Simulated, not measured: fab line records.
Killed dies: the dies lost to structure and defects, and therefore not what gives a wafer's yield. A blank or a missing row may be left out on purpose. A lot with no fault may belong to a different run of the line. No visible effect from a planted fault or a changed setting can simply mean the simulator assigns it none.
Which tool was responsible? | flow n5-finfet | 33 wafers from 11 lots sampled at 4 of the route's 1938 steps

WHAT EACH GAUGE READ, for each wafer
N5_BEOL_M4_RC_MEAS_101.
lot  | measured     | on        | DIBL_N (mV/V)
L892 | day 7 17:22  | prober-01 | 32.1 33.0 31.8
L895 | day 8 17:45  | prober-02 | 40.0 35.5 40.0
L896 | day 8 18:52  | prober-01 | 29.9 35.4 32.0
L898 | day 9 07:55  | prober-01 | 34.7 39.3 35.2
L899 | day 9 20:40  | prober-02 | 30.3 31.6 36.3
L901 | day 10 02:14 | prober-01 | 39.2 35.1 33.3
L905 | day 10 23:24 | prober-01 | 38.9 33.3 36.2
L910 | day 13 08:08 | prober-02 | 34.8 31.6 27.6
L913 | day 13 17:27 | prober-01 | 36.2 35.2 38.7
L914 | day 14 07:53 | prober-01 | 36.6 35.8 35.0
L915 | day 14 13:20 | prober-01 | 35.6 37.2 35.3

WHAT TOOL EACH LOT RAN ON (gives the tool, then ch and the chambers of the sampled wafers, and finally the start)
lot  | N5_BEOL_M3_ANNEAL_80         | N5_BEOL_M3_ANNEAL_82         | N5_BEOL_M3_CMP_52
L892 | pvd-sputter-01, day 7 06:47  | pvd-sputter-01, day 7 07:01  | cmp-01 ch 0,1, day 7 09:03
L895 | pvd-sputter-02, day 8 04:43  | pvd-sputter-02, day 8 04:56  | cmp-02 ch 1,2, day 8 07:05
L896 | pvd-sputter-01, day 8 07:31  | pvd-sputter-01, day 8 07:44  | cmp-04 ch 0,1, day 8 09:30
L898 | pvd-sputter-02, day 8 19:53  | pvd-sputter-02, day 8 20:06  | cmp-02 ch 0,1,2, day 8 21:52
L899 | pvd-sputter-03, day 9 05:40  | pvd-sputter-03, day 9 05:53  | cmp-04 ch 2,3, day 9 07:59
L901 | pvd-sputter-02, day 9 08:23  | pvd-sputter-02, day 9 08:37  | cmp-04 ch 0,1,2, day 9 14:14
L905 | pvd-sputter-03, day 10 10:41 | pvd-sputter-03, day 10 10:55 | cmp-02 ch 0,1,3, day 10 12:43
L910 | pvd-sputter-02, day 12 15:52 | pvd-sputter-02, day 12 16:05 | cmp-02 ch 0,1,2, day 12 17:51
L913 | pvd-sputter-03, day 12 23:50 | pvd-sputter-03, day 13 00:03 | cmp-01 ch 0,1,3, day 13 01:52
L914 | pvd-sputter-03, day 13 12:11 | pvd-sputter-03, day 13 12:24 | cmp-02 ch 0,1, day 13 14:13
L915 | pvd-sputter-03, day 13 19:09 | pvd-sputter-03, day 13 19:22 | cmp-04 ch 0,2,3, day 13 21:13
- N5_BEOL_M3_ANNEAL_80: time 240 s.
- N5_BEOL_M3_ANNEAL_82: time 240 s.
- N5_BEOL_M3_CMP_52: polishes, stops on SiOC, t overpolish 6.8 s, target thk 40 nm.

THE ANSWER, worked out from the rows above alone
Rule: what is usual is taken from the lots themselves. The widest of any qualifying gaps counts: lots, ordered by their means at a reading, are off when they make up no more than a third of the lots, leave a main group of 4 or more, and stand apart from it by 3 or more times the standard deviation of that group's means. The tables above print the reading to a certain number of digits; a main group whose means all agree to those digits is not used. Also off: a lot with no number at a reading for which 4 or more lots have one. The other lots that the step has rows for count as sound.
None of the lots is off at any reading shown; this tells nothing.

WHAT THE SIMULATOR HAD INSERTED
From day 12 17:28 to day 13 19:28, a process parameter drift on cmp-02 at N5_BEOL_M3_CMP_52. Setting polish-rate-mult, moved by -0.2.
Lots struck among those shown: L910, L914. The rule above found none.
